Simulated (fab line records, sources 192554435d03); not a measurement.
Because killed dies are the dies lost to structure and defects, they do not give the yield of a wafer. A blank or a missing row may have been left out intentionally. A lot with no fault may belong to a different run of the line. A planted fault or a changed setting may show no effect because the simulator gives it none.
Chamber matching | flow n5 finfet | 4 sister chambers for N5_MIM_TOP_ALD_00 on ald hk-02
The step deposits Al2O3, purge time 3 s, co reactant pulse time 3 s. 4 wafers are shown with their chamber, then 11 later ones without.

== WAFERS WITH THEIR CHAMBER ==
wafer  | chamber | precursor pulse height rel
L089.1 | 2       | 1.004
L089.4 | 0       | 1.004
L089.6 | 3       | 1.009
L090.1 | 1       | 1.020

== WAFERS WITHOUT THEIR CHAMBER ==
wafer  | precursor pulse height rel
L090.3 | 1.011
L090.6 | 1.023
L095.2 | 0.973
L095.4 | 1.029
L095.6 | 0.978
L096.1 | 1.021
L096.2 | 0.995
L096.3 | 1.005
L097.1 | 0.971
L097.2 | 1.001
L097.5 | 1.032

== EACH ONE'S CHAMBER ==
wafer  | from the rows above               | in truth
L090.3 | can't be placed: 3 or 0 or 2 or 1 | 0
L090.6 | can't be placed: 1 or 3 or 0 or 2 | 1
L095.2 | can't be placed: 0 or 2 or 3 or 1 | 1
L095.4 | can't be placed: 1 or 3 or 0 or 2 | 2
L095.6 | can't be placed: 0 or 2 or 3 or 1 | 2
L096.1 | can't be placed: 1 or 3 or 0 or 2 | 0
L096.2 | can't be placed: 0 or 2 or 3 or 1 | 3
L096.3 | can't be placed: 0 or 2 or 3 or 1 | 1
L097.1 | can't be placed: 0 or 2 or 3 or 1 | 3
L097.2 | can't be placed: 0 or 2 or 3 or 1 | 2
L097.5 | can't be placed: 1 or 3 or 0 or 2 | 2
Correctly placed: 0 of 11. Can't be placed from these rows: 11 (the true chamber is among the candidates in 11). Placed wrongly: 0.
How it was worked out, from the rows above alone: a wafer's distance from a chamber is the root of the sum, over the readings, of the square of ((its reading less the chamber's mean) divided by the reading's scatter). If the next closest chamber is less than 2 further off than the closest, the wafer can't be placed; otherwise it belongs to the closest. A chamber's mean is the mean of its shown wafers. The scatter (one wafer shown for each chamber): square how far every hidden wafer sits from the nearest shown wafer, average those squares and take the square root.
